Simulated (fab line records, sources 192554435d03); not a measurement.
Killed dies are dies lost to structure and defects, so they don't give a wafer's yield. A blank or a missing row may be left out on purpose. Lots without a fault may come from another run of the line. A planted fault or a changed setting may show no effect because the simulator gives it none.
Split-lot experiment | flow n5_finfet | 7 lots, 21 wafers read, on a route of 1938 steps

THE SPLIT
At N5_DUMMY_GATE_COAT_28 (time 60 s, resist thk 10 nm), the setting spin_rpm was moved away from the recipe's 1500 rpm on 10 of the 21 wafers read, by -6.1% to +9.6%. The other wafers ran this setting at the recipe's value.

The reading is taken at the split's own step.

THE READING
underlayer_of_DUMMY_GATE_COAT_28.thk_nm (the simulator's own value, which no gauge read), in nm, at N5_DUMMY_GATE_COAT_28 (time 60 s, resist thk 10 nm). The file gives no usual value for it.

wafer  | tool, chamber at the split | spin_rpm as run, rpm | against the recipe | underlayer_of_DUMMY_GATE_COAT_28.thk_nm, nm | against lot-mates on the recipe
L078.3 | litho_track-05, 0          | 1500                 | recipe             | 10                                          | -
L078.4 | litho_track-05, 0          | 1411                 | -5.9%              | 10.4                                        | +0.4
L078.5 | litho_track-05, 0          | 1411                 | -5.9%              | 10.2                                        | +0.2
L081.2 | litho_track-04, 0          | 1500                 | recipe             | 10                                          | -
L081.3 | litho_track-04, 0          | 1500                 | recipe             | 10                                          | -
L081.4 | litho_track-04, 0          | 1644                 | +9.6%              | 9.6                                         | -0.4
L083.2 | litho_track-05, 0          | 1500                 | recipe             | 10                                          | -
L083.3 | litho_track-05, 0          | 1568                 | +4.5%              | 9.8                                         | -0.2
L083.5 | litho_track-05, 0          | 1568                 | +4.5%              | 9.8                                         | -0.2
L087.3 | litho_track-04, 0          | 1500                 | recipe             | 10                                          | -
L087.4 | litho_track-04, 0          | 1500                 | recipe             | 10                                          | -
L087.5 | litho_track-04, 0          | 1409                 | -6.1%              | 10.4                                        | +0.4
L092.1 | litho_track-05, 0          | 1610                 | +7.3%              | 9.8                                         | -0.2
L092.3 | litho_track-05, 0          | 1500                 | recipe             | 10                                          | -
L092.4 | litho_track-05, 0          | 1610                 | +7.3%              | 9.6                                         | -0.4
L096.2 | litho_track-03, 0          | 1500                 | recipe             | 10                                          | -
L096.5 | litho_track-03, 0          | 1500                 | recipe             | 10                                          | -
L096.6 | litho_track-03, 0          | 1500                 | recipe             | 10                                          | -
L097.1 | litho_track-03, 0          | 1553                 | +3.5%              | 9.8                                         | -0.2
L097.2 | litho_track-03, 0          | 1553                 | +3.5%              | 9.8                                         | -0.2
L097.6 | litho_track-03, 0          | 1500                 | recipe             | 10                                          | -

THE FIT
A straight line over all 21 wafers: underlayer_of_DUMMY_GATE_COAT_28.thk_nm changes by -0.0476 nm for each +1% of spin_rpm; r = -0.96; the points scatter about the line by 0.056 nm.
The same after taking each lot's own level away (the mean of its wafers on the recipe; 21 wafers): -0.0476 nm for each +1%; r = -0.96; scatter 0.056 nm.
On that fit, the largest move of spin_rpm shifts the reading by 0.46 nm.
The lots' own levels span 10.00 to 10.00 nm.
So the lot-to-lot level changes the slope little: the two slopes agree.
Check: with one of the wafers moved furthest among these (+9.6%) left out of the fit, the line predicts -0.459 nm for it against its lot-mates. It came out at -0.4 nm against them.

OTHER SPLITS ON THESE WAFERS
These wafers also went through other splits before the reading. Each is held against what the fit with the lots' levels taken away leaves over:
other split on the same wafers          | wafers away from the commonest value | r with underlayer_of_DUMMY_GATE_COAT_28.thk_nm (lot level and that fit taken away)
N5_ZERO_LAYER_EXPOSE_08 dose_mj         | 4                                    | +0.12
N5_ZERO_LAYER_DEVELOP_10 develop_time_s | 6                                    | +0.02
N5_FIN_SAQP_PEB_14 peb_time_s           | 8                                    | +0.00
N5_FIN_SAQP_DEVELOP_15 develop_time_s   | 4                                    | +0.04
N5_FIN_SAQP_FIN_ETCH_36 icp_w           | 6                                    | -0.05
N5_FIN_CUT_COAT_29 spin_rpm             | 12                                   | +0.02

THE FILE'S OWN FIT
underlayer_of_DUMMY_GATE_COAT_28.thk_nm changes by -0.0473 nm for each +1% of spin_rpm, r = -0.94.
